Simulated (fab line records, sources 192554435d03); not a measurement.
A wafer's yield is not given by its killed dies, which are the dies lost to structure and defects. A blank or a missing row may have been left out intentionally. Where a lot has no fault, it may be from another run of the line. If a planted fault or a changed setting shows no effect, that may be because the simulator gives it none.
A struck lot beside a sound one + flow n5 finfet + 15 out of 1938 route steps
Sound: these wafers, L266.2, L266.4, L266.5. Struck: wafer L276.3. (L276.4, L276.5 of the same lot were not struck and are left out.) The cause comes at the end.
Per side, at each step with rows, come the tool, then ch with its chambers, and then its first start. Under that, the readings that differ: sound wafers + struck wafers + difference of the means + sigmas: that difference in standard deviations of wafers without a fault.
alike: readings with means less than 2 such deviations apart, plus words and numbers identical on both sides. not compared: withheld readings, readings lacking a value on some wafer, bounds such as >300 that could conceal the same value, and numbers that have no deviation in the record and whose values overlap.
Wherever a step has rows on one side only, a row that says differs or no value, or a row with sigmas, the two part there. Numbers that don't overlap but have no deviation are shown without sigmas and don't part them. A reading that every wafer of one side lacks parts them only if that side has two wafers or more.

first, 7 steps without rows for these wafers: N5_BEOL_M1_COAT_73 (time 60 s, resist thk 5 nm); N5_BEOL_M1_COAT_05 (resist thk 30 nm); N5_BEOL_M1_EBR_07; N5_BEOL_M1_SOFTBAKE_06 (time 60 s); N5_BEOL_M1_EXPOSE_08 (exposes mask M1); N5_BEOL_M1_PEB_09 (peb time 60 s); N5_BEOL_M1_DEVELOP_10 (develop time 30 s).
N5_BEOL_M1_CD_MEAS_11: the cd target is 17.05 nm.
  sound on cd sem-03 ch 0, day 6 21:14; struck on cd sem-01 ch 0, day 9 18:26
  alike: cd nm
N5_BEOL_M1_OVL_MEAS_12:
  sound on overlay-01 ch 0, day 6 21:16; struck on overlay-01 ch 0, day 9 18:29
| reading     | sound       | struck | difference | sigmas |
|-------------|-------------|--------|------------|--------|
| M1_OVL (nm) | 0.3 2.3 0.6 | -0.3   | -1.4       | -2     |
N5_BEOL_M1_INSPECT_13: inspects for defects (brightfield).
  struck on defect inspect-02, day 9 18:32; sound on defect inspect-02, day 6 21:20
  alike: raw defect count
N5_BEOL_M1_DESCUM_16: chemistry O2, time 7 s.
  sound on rie diel-04 ch 0,3, day 6 21:27; struck on rie diel-03 ch 3, day 9 18:34
| reading                         | sound             | struck | difference | sigmas |
|---------------------------------|-------------------|--------|------------|--------|
| rf vpp V (V)                    | 240.5 242.0 243.9 | 245.5  | +3.4       | +2     |
| showerhead plenum p Torr (Torr) | 1.99 1.99 2.18    | 2.24   | +0.19      | +2     |
  alike: drypump motor current A, oes product au, temp c, throttle valve pct
  not compared: rf hours counter h
N5_BEOL_M1_ETCH_74: etches underlayer in N2/H2, target depth 6.5 nm, time 5.2 s.
  sound on rie diel-04 ch 0,3, day 6 21:29; struck on rie diel-03 ch 3, day 9 18:36
| reading                         | sound          | struck | difference | sigmas |
|---------------------------------|----------------|--------|------------|--------|
| showerhead plenum p Torr (Torr) | 2.42 2.42 2.66 | 2.70   | +0.20      | +2     |
  alike: drypump motor current A, etch rf on time s, h2 flow sccm, oes product au, rf vpp V, throttle valve pct
  not compared: rf hours counter h
N5_BEOL_M1_ETCH_63: etches SiARC in CF4, target depth 15.6 nm, time 26 s.
  sound on rie diel-04 ch 0,3, day 6 21:30; struck on rie diel-03 ch 3, day 9 18:37
| reading                         | sound          | struck | difference | sigmas |
|---------------------------------|----------------|--------|------------|--------|
| etch rf on time s (s)           | 25.7 25.7 25.8 | 30.5   | +4.8       | +14    |
| showerhead plenum p Torr (Torr) | 2.04 2.04 2.23 | 2.27   | +0.17      | +2     |
  alike: drypump motor current A, oes product au, rf vpp V, throttle valve pct
  not compared: rf hours counter h
N5_BEOL_M1_ETCH_64: etches SOC in N2/H2, target depth 75 nm, overetch 15 nm, time 112.5 s.
  sound on rie diel-04 ch 0,3, day 6 21:32; struck on rie diel-03 ch 3, day 9 18:38
| reading                         | sound             | struck | difference | sigmas |
|---------------------------------|-------------------|--------|------------|--------|
| showerhead plenum p Torr (Torr) | 2.42 2.42 2.66    | 2.70   | +0.20      | +2     |
| temp c (C)                      | 40.15 40.01 40.11 | 39.86  | -0.23      | -2     |
  alike: drypump motor current A, h2 flow sccm, oes product au, rf vpp V, throttle valve pct
  not compared: rf hours counter h
N5_BEOL_M4_RC_MEAS_101:
  sound on prober-02 ch 0, day 9 02:28; struck on prober-02 ch 0, day 11 09:11
| reading        | sound                | struck | difference | sigmas |
|----------------|----------------------|--------|------------|--------|
| IOFF_P (nA/um) | 0.201 0.169 0.159    | 0.243  | +0.067     | +2     |
| ION_N (uA/um)  | 665 670 660          | 694    | +29        | +3     |
| ION_P (uA/um)  | 460 452 453          | 474    | +19        | +3     |
| VT_N (mV)      | 251.1 255.2 257.5    | 244.7  | -9.9       | -3     |
| VT_P (mV)      | -252.7 -253.7 -254.8 | -246.3 | +7.4       | +2     |
  alike: DIBL_N, DIBL_P, IOFF_N, SS_N, SS_P

WHERE THEY PART
At N5_BEOL_M1_OVL_MEAS_12 first; at N5_BEOL_M4_RC_MEAS_101 last (within this record only).

WHY: the cause the simulator had injected
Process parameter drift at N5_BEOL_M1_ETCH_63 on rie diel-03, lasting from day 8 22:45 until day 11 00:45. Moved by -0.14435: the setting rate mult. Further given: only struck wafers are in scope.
